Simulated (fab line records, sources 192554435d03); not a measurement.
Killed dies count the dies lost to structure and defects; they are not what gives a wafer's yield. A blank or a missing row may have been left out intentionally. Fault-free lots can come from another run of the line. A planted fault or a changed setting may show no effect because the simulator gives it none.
Which tool was responsible? ; flow n5_finfet ; 11 lots with 33 wafers sampled at 2 steps, on a route of 1938 steps

WHAT THE GAUGES READ, wafer by wafer
N5_BEOL_M7_CD_MEAS_35: target cd 40 nm. Usual: cd_nm reads 40.0 nm (standard deviation 0.42).
lot;measured;on;cd_nm (nm);flag
L377;day 8 20:54;cd_sem-03;39.9 39.9 39.9;
L379;day 9 08:06;cd_sem-02;40.4 40.0 40.4;
L380;day 9 23:10;cd_sem-02;40.0 39.4 40.0;
L381;day 10 06:55;cd_sem-03;40.2 40.5 40.1;
L383;day 10 10:41;cd_sem-03;39.8 39.8 38.8;
L384;day 11 02:19;cd_sem-01;40.2 40.3 40.4;
L388;day 13 00:48;cd_sem-03;41.2 41.2 41.0;
L395;day 13 23:51;cd_sem-02;39.4 39.6 39.7;
L396;day 14 03:49;cd_sem-03;40.4 40.1 40.6;
L397;day 14 06:38;cd_sem-03;40.8 40.2 40.4;
L399;day 15 09:15;cd_sem-01;40.3 40.6 40.3;

WHICH TOOL RAN EACH LOT (tool, then ch and the chambers of the sampled wafers, then the start)
lot;N5_BEOL_M7_ETCH_62
L377;rie_diel-05 ch 0,1,2, day 8 19:23
L379;rie_diel-03 ch 0,2,3, day 9 05:04
L380;rie_diel-03 ch 0,1, day 9 21:39
L381;rie_diel-05 ch 1,2, day 10 03:55
L383;rie_diel-03 ch 0,1,2, day 10 07:17
L384;rie_diel-03 ch 2,3, day 10 21:20
L388;rie_diel-05 ch 0,2, day 12 23:25
L395;rie_diel-04 ch 0,1,3, day 13 22:12
L396;rie_diel-04 ch 0,1,2, day 14 01:49
L397;rie_diel-03 ch 1,2,3, day 14 04:11
L399;rie_diel-03 ch 0,1,2, day 15 07:07
- N5_BEOL_M7_ETCH_62: etches SOC in N2/H2, target depth 110 nm, overetch 22 nm, time 165 s.

WHAT THE TOOLS THEMSELVES READ (means of the sampled wafers that have a number; where no wafer has one, the mark that the record gives instead)
N5_BEOL_M7_ETCH_62. Usual: drypump_motor_current_A 5.8 A, standard deviation 0.38; oes_product_au 0.64 a.u., standard deviation 0.044; rf_vpp_V 524.4 V, standard deviation 2.1; showerhead_plenum_p_Torr 2.56 Torr, standard deviation 0.07; throttle_valve_pct 17.93 %, standard deviation 0.15.
lot;tool;drypump_motor_current_A (A);oes_product_au (a.u.);rf_vpp_V (V);showerhead_plenum_p_Torr (Torr);throttle_valve_pct (%);flag
L377;rie_diel-05;5.6;0.64;526.0;2.61;18.02;
L379;rie_diel-03;5.8;0.61;523.4;2.52;17.83;
L380;rie_diel-03;6.3;0.65;522.7;2.50;17.84;
L381;rie_diel-05;5.7;0.61;525.9;2.63;18.01;
L383;rie_diel-03;5.9;0.65;523.2;2.50;17.79;
L384;rie_diel-03;5.5;0.61;523.4;2.52;17.79;
L388;rie_diel-05;5.4;0.64;525.6;2.57;18.15;
L395;rie_diel-04;6.0;0.63;525.2;2.58;17.90;
L396;rie_diel-04;6.0;0.63;524.7;2.57;17.90;
L397;rie_diel-03;5.7;0.62;522.6;2.49;17.86;
L399;rie_diel-03;5.9;0.63;522.9;2.49;17.84;

THE ANSWER, worked out from the rows above alone
Rule: take the mean of a lot's wafers that have a number; if it is more than 3 standard deviations from the usual mean, the lot is off. Also off: a lot with no number at a reading for which 4 or more lots have one. Where the step has rows for the other lots, those lots are counted as sound. The gauges are gone through in route order, then the tools' own readings, and for those a lot's mean is taken as printed above. The first step at which some lot is off is used, and at that step the reading that is off furthest; a lot without a number counts as furthest.
Across all readings shown, no lot is off: no conclusion can be drawn from this.

WHAT THE SIMULATOR HAD PUT IN
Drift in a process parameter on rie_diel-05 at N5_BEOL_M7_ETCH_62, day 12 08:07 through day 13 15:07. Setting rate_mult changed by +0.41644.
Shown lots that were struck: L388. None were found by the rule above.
